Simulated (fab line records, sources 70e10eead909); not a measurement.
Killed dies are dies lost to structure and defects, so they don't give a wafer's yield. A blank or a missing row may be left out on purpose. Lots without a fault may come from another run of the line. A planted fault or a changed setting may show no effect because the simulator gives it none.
Chamber matching | flow nand_harc | NHARC_A_CHANNEL_HOLE_D1_ETCH_38 on rie_diel-09: 4 sister chambers
The step etches the open film in CF4, target depth 39 nm, time 65 s. 18 wafers are shown with their chamber, then 9 later ones without.

WAFERS WITH THEIR CHAMBER
wafer  | chamber | showerhead_plenum_p_Torr (Torr) | drypump_motor_current_A (A) | rf_vpp_V (V)
L687.2 | 0       | 1.89                            | 5.4                         | 153.6
L687.5 | 3       | 1.84                            | 6.0                         | 152.1
L687.6 | 0       | 1.89                            | 5.4                         | 151.1
L688.1 | 3       | 1.84                            | 6.0                         | 153.4
L688.2 | 1       | 1.66                            | 6.0                         | 150.5
L688.5 | 3       | 1.84                            | 6.0                         | 153.2
L692.2 | 1       | 1.66                            | 6.1                         | 149.8
L692.3 | 0       | 1.89                            | 5.4                         | 153.3
L692.6 | 2       | 1.84                            | 5.1                         | 153.0
L700.2 | 2       | 1.84                            | 5.1                         | 152.9
L700.3 | 0       | 1.89                            | 5.4                         | 152.5
L700.5 | 2       | 1.84                            | 5.1                         | 150.1
L698.2 | 1       | 1.65                            | 6.0                         | 149.6
L698.3 | 0       | 1.89                            | 5.4                         | 152.5
L698.5 | 1       | 1.65                            | 6.0                         | 149.5
L706.1 | 3       | 1.84                            | 6.0                         | 151.4
L706.5 | 2       | 1.84                            | 5.1                         | 149.9
L706.6 | 1       | 1.65                            | 6.1                         | 150.8

SIGNATURES (means of the wafers above)
reading                  | chamber 0 | chamber 1 | chamber 2 | chamber 3 | scatter within a chamber
showerhead_plenum_p_Torr | 1.8900    | 1.6540    | 1.8400    | 1.8400    | 0.00293
drypump_motor_current_A  | 5.400     | 6.040     | 5.100     | 6.000     | 0.0293
rf_vpp_V                 | 152.600   | 150.040   | 151.475   | 152.525   | 1.09
Rule: a wafer's distance from a chamber is the root of the sum, over the readings, of the square of ((its reading less the chamber's mean) divided by the reading's scatter). The wafer belongs to the nearest chamber; if the next one is less than 2 further off, it can't be placed. The scatter: the root of (the sum of the squares of (reading less its chamber's mean) over the shown wafers, divided by (wafers less chambers)).

WAFERS WITHOUT THEIR CHAMBER
wafer  | showerhead_plenum_p_Torr (Torr) | drypump_motor_current_A (A) | rf_vpp_V (V)
L708.3 | 1.65                            | 6.0                         | 151.3
L708.4 | 1.89                            | 5.4                         | 152.2
L708.5 | 1.89                            | 5.4                         | 152.1
L707.2 | 1.84                            | 5.1                         | 151.2
L707.3 | 1.84                            | 6.0                         | 153.0
L707.5 | 1.84                            | 6.0                         | 152.8
L710.2 | 1.84                            | 5.1                         | 152.4
L710.4 | 1.84                            | 6.1                         | 152.5
L710.6 | 1.65                            | 6.0                         | 149.8

WHICH CHAMBER EACH WENT THROUGH
wafer  | from the rows above | in truth
L708.3 | 1                   | 1
L708.4 | 0                   | 0
L708.5 | 0                   | 0
L707.2 | 2                   | 2
L707.3 | 3                   | 3
L707.5 | 3                   | 3
L710.2 | 2                   | 2
L710.4 | 3                   | 3
L710.6 | 1                   | 1
Placed correctly: 9 of 9. Can't be placed from these rows: 0. Placed wrongly: 0.
